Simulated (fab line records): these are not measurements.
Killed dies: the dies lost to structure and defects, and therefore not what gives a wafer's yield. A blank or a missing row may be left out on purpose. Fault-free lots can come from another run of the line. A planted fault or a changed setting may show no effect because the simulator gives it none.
Problem report, 8D (eight disciplines) form, completed by code :: flow n5-finfet :: the parts of the form that need people (team, actions taken, sign-off) are left out

== 1. WHAT IS WRONG ==
Mean of killed_at_M4_up at N5_PASSIVATION_PROBE_49: 1099 across 6 wafers in 2 lots; on wafers with no fault it is 14 (standard deviation 5.3). So: +99 or more standard deviations from the usual mean.
The first sign was on wafer L321.3 at day 17 10:22, on prober-02. The record holds 9 wafers of 3 lots with a number at this step. By rule, "out" or "out of limits" means more than 4 standard deviations away from the usual mean. All remaining wafers that have a number are taken as sound.

== 2. WHAT IT IS AND WHAT IT IS NOT ==
question: which readings at this step
is: killed_at_M4_up, defect-limited-yield, killed-dies, killed-on-rim, sort_bin_5_function, sort-n-pass, sort-yield-pct
is not: killed_at_M0_to_M3, killed-at-contacts, killed-at-other, killed-open, killed-short, sort_bin_6_memory, sort_bin_8_speed

question: which lots
is: L321, L322
is not: L325

question: which wafers of those lots
is: all that have a number
is not: -

question: read on which tools
is: prober-02
is not: -

question: when
is: from day 17 10:22
is not: up to then (0 sound wafers); but 3 sound wafers of L325 came after

== 3. WHAT RULES OUT EACH SUSPECT ==
Counting: a tool stays on the suspect list if, at a process step up to the reading, it processed all lots that are out and no sound lot following the first of them.
- rie-diel-02 at N5_BEOL_M5_VIA_ETCH_34 (etches SiCOH lowk in C4F6/O2, target depth 88.3 nm, time 39.2 s): kept. It ran every lot that is out, first L321 (day 13 06:52), and no sound lot after that.
- rie-diel-02 at N5_BEOL_M5_STRIP_36 (strips in N2/H2): kept. It ran every lot that is out, first L321 (day 13 06:54), and no sound lot after that.
- prober-02 at N5_PASSIVATION_PROBE_49: ruled out as a lasting fault. Following L321 (day 17 10:22), the first lot on it that is out, the sound lots L325 were run on it.
Remaining after the count are rie-diel-02 at N5_BEOL_M5_VIA_ETCH_34 and rie-diel-02 at N5_BEOL_M5_STRIP_36.

== 4. THE CAUSE (what the simulator had put in) ==
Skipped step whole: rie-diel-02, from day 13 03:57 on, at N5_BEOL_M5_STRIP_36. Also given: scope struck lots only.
Counting left 2 suspects, and this tool is among them.

== 5. SEQUENCE OF EFFECTS, ordered by route ==
Rows list readings where the struck wafers' mean (over those with a number) sits beyond 3 standard deviations from the usual. Only readings whose record carries a usual standard deviation are examined. hours: median over the lots of the time between each lot's start at the first step of this table that gives one and its start at this step. sigmas: the change, counted in usual standard deviations.
hours: 0
step: N5_PASSIVATION_PROBE_49
reading: defect-limited-yield
usual: 91.7 %
on struck wafers: 0.0
change: -91.7
sigmas: -61

hours: 0
step: N5_PASSIVATION_PROBE_49
reading: killed_at_M4_up
usual: 14
on struck wafers: 1099
change: +1085
sigmas: +99 or more

hours: 0
step: N5_PASSIVATION_PROBE_49
reading: killed-dies
usual: 98
on struck wafers: 1180
change: +1082
sigmas: +60

hours: 0
step: N5_PASSIVATION_PROBE_49
reading: killed-on-rim
usual: 13
on struck wafers: 152
change: +139
sigmas: +39

hours: 0
step: N5_PASSIVATION_PROBE_49
reading: sort_bin_5_function
usual: 4.9 %
on struck wafers: 96.8
change: +91.8
sigmas: +99 or more

hours: 0
step: N5_PASSIVATION_PROBE_49
reading: sort-n-pass
usual: 1082
on struck wafers: 0
change: -1082
sigmas: -60

hours: 0
step: N5_PASSIVATION_PROBE_49
reading: sort-yield-pct
usual: 91.7 %
on struck wafers: 0.0
change: -91.7
sigmas: -61
Its process steps:
- N5_PASSIVATION_PROBE_49
Readings that are blank on the struck wafers while sound wafers have them: bias-power-w at N5_BEOL_M5_STRIP_36; chamber-pressure-mTorr at N5_BEOL_M5_STRIP_36; drypump-motor-current-A at N5_BEOL_M5_STRIP_36; h2-flow-sccm at N5_BEOL_M5_STRIP_36; oes-product-au at N5_BEOL_M5_STRIP_36; rf-vpp-V at N5_BEOL_M5_STRIP_36; showerhead-plenum-p-Torr at N5_BEOL_M5_STRIP_36; throttle-valve-pct at N5_BEOL_M5_STRIP_36.

== 6. WHAT WOULD HAVE CAUGHT IT SOONER ==
In this record no reading fell out of limits until day 17 10:22, 102 hours after the fault had begun at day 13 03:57.
At N5_BEOL_M5_STRIP_36 the tool's readings are blank on the struck wafers, where sound wafers have them: an empty tool record is the first sign, and it was there at once.
Lots out: 2; all had begun N5_BEOL_M5_STRIP_36 on rie-diel-02 by day 17 10:22. Holding the tool at that point would not have protected any of them.
